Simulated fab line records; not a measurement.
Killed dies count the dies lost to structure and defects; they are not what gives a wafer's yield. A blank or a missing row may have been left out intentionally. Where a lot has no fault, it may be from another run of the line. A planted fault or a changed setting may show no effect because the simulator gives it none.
A lot that was struck, set against a sound lot / flow nand_harc / 15 out of 1159 route steps
Sound: these wafers, L374.2, L374.5, L374.6. Struck: wafer L389.1 (left out: L389.2, a lot-mate that was not struck); the cause follows at the end.
Order at every step that has rows: each side's tool, ch and its chambers, its first start. Under that, the readings that differ: sound wafers / struck wafers / difference of the means / sigmas: that difference in standard deviations of wafers without a fault.
alike: readings whose means differ by less than 2 such deviations, and words and numbers that are the same on both sides. not compared: withheld readings, readings that some wafer has no value for, bounds like >300 that may hide the same value, and numbers for which the record gives no deviation and whose values overlap.
A row with sigmas, a row that says differs or no value, or rows on one side alone: a step with any of these is where the two part. Non-overlapping numbers with no deviation appear without sigmas and do not part them. A reading missing from all wafers of one side parts the sides only when that side holds two or more wafers.

first, 1 step without rows for these wafers: NHARC_A_CHANNEL_HOLE_D1_XSEM_31.
NHARC_A_CHANNEL_HOLE_D1_INSPECT_40:
  sound: defect_inspect-01 at day 8 08:44; struck: defect_inspect-02 at day 12 03:50
  alike: raw_defect_count
then, 2 steps without rows for these wafers: NHARC_A_CHANNEL_FILL_D1_PRECLEAN_00 (cleans in SC1); NHARC_A_CHANNEL_FILL_D1_SRD_01.
NHARC_A_CHANNEL_FILL_D1_ALD_02: deposits SiO2, target thk 6 nm, pulse time 10 s, ald cycles 60.
  sound on ald_hk-02 ch 0,2,3, day 8 09:10; struck on ald_hk-03 ch 3, day 12 04:11
reading=heater_power_w (W); sound=494 491 463; struck=359; difference=-124; sigmas=-3
  alike: precursor_pulse_height_rel, susceptor_temp_C
then, 1 step without rows for these wafers: NHARC_A_CHANNEL_FILL_D1_ALD_03 (deposits SiNx, target thk 6 nm, pulse time 60 s, ald cycles 58).
NHARC_A_CHANNEL_FILL_D1_ALD_14: deposits SiO2, target thk 2.5 nm, pulse time 10 s, ald cycles 25.
  sound on ald_hk-02 ch 0,1,3, day 8 16:01; struck on ald_hk-02 ch 2, day 12 09:20
  alike: heater_power_w, precursor_pulse_height_rel
  not compared: susceptor_temp_C
then, 1 step without rows for these wafers: NHARC_A_CHANNEL_FILL_D1_ALD_15 (deposits SiNx, target thk 2 nm, pulse time 60 s, ald cycles 19).
NHARC_A_CHANNEL_FILL_D1_ALD_16: deposits SiO2, target thk 1.5 nm, pulse time 10 s, ald cycles 15.
  sound on ald_hk-02 ch 2,3, day 8 21:04; struck on ald_hk-02 ch 2, day 12 14:39
reading=susceptor_temp_C (C); sound=300.21 300.19 300.07; struck=299.62; difference=-0.54; sigmas=-3
  alike: heater_power_w, precursor_pulse_height_rel
then, 2 steps without rows for these wafers: NHARC_A_CHANNEL_FILL_D1_ANNEAL_17 (time 1800 s); NHARC_A_CHANNEL_FILL_D1_CVD_18 (deposits poly-Si, target thk 3 nm).
NHARC_A_CHANNEL_FILL_D1_ETCHBACK_19: etches the open film in HBr/Cl2, target depth 5 nm, time 1.7 s.
  sound on rie_si-02 ch 0,1,3, day 9 08:51; struck on rie_si-03 ch 0, day 13 02:49
reading=drypump_motor_current_A (A); sound=6.1 5.6 5.7; struck=6.5; difference=+0.7; sigmas=+2
  alike: oes_product_au, throttle_valve_pct
  not compared: rf_hours_counter_h
NHARC_A_CHANNEL_FILL_D1_ETCHBACK_20: etches the open film in C4F8/O2/Ar, target depth 27 nm, time 13.5 s.
  sound on rie_diel-01 ch 0,1,3, day 9 08:59; struck on rie_diel-01 ch 3, day 13 02:57
reading=run_length_s (s); sound=35.2 34.7 34.7; struck=27.0; difference=-7.9; sigmas=-18
  alike: oes_product_au, rf_vpp_V
  not compared: rf_hours_counter_h
NHARC_A_CHANNEL_FILL_D1_STRIP_28: strips in O2, time 20 s.
  sound on rie_diel-01 ch 1,2,3, day 9 09:03; struck on rie_diel-01 ch 0, day 13 03:02
  alike: drypump_motor_current_A, oes_product_au, rf_vpp_V, showerhead_plenum_p_Torr, throttle_valve_pct
  not compared: rf_hours_counter_h
-- jump in the record: it breaks off in module A_CHANNEL_FILL_D1 and resumes in module END (first step shown: number 1159 of the route), and 9 days separate the struck wafers' starts before and after --
NHARC_END_SORT_01:
  at this point the record logs the struck wafers (prober-02 ch 0, day 22 12:55) and has no rows for the sound ones

## WHERE THEY PART
Earliest at NHARC_A_CHANNEL_FILL_D1_ALD_02; latest, in this record, at NHARC_END_SORT_01.

WHY: what had been put in by the simulator
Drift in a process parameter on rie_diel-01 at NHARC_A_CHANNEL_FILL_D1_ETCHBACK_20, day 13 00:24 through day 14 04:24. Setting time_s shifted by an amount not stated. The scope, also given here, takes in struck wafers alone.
